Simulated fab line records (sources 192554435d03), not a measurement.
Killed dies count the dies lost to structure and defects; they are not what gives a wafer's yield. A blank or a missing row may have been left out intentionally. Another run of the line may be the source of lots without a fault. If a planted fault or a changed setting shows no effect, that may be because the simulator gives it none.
Chamber matching | flow n5-finfet | 3 sister chambers for N5_BEOL_M12_ILD_DEP_00 on pecvd-01
The step deposits SiOC from DEMS/O2, target thk 658.92 nm, time 130.7 s. 6 wafers are shown with their chamber, then 10 later ones without.

## WAFERS PAIRED WITH THEIR CHAMBERS
wafer  | chamber | throttle-valve-pct (%) | heater-power-w (W)
L081.1 | 2       | 11.2                   | 541
L083.3 | 1       | 10.9                   | 466
L083.4 | 2       | 11.0                   | 512
L083.5 | 0       | 12.5                   | 396
L084.2 | 0       | 12.2                   | 405
L084.4 | 1       | 11.0                   | 491

## WAFERS MISSING THEIR CHAMBER
wafer  | throttle-valve-pct (%) | heater-power-w (W)
L084.6 | 12.2                   | 314
L087.1 | 10.9                   | 501
L087.5 | 11.1                   | 532
L087.6 | 12.5                   | 388
L093.1 | 11.5                   | 523
L093.2 | 10.8                   | 510
L093.5 | 11.4                   | 562
L096.1 | 12.7                   | 308
L096.3 | 10.8                   | 436
L096.4 | 12.5                   | 351

## EACH ONE'S CHAMBER
wafer  | from the rows above     | in truth
L084.6 | 0                       | 0
L087.1 | can't be placed: 1 or 2 | 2
L087.5 | 2                       | 2
L087.6 | 0                       | 0
L093.1 | can't be placed: 2 or 1 | 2
L093.2 | can't be placed: 1 or 2 | 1
L093.5 | 2                       | 2
L096.1 | 0                       | 0
L096.3 | 1                       | 1
L096.4 | 0                       | 0
Placed correctly: 7 of 10. Cannot be placed on the basis of these rows: 3; the candidates contain the true chamber in 3. Wrongly placed: 0.
How it was worked out, from the rows above alone: a wafer's distance from a chamber is the root of the sum, over the readings, of the square of ((its reading less the chamber's mean) divided by the reading's scatter). The wafer belongs to the nearest chamber; if the next one is less than 2 further off, it can't be placed. The mean given for a chamber averages the wafers shown for that chamber. The scatter is the square root of a quotient: the sum, over the shown wafers, of each reading's squared deviation from its chamber's mean, divided by wafers minus chambers.
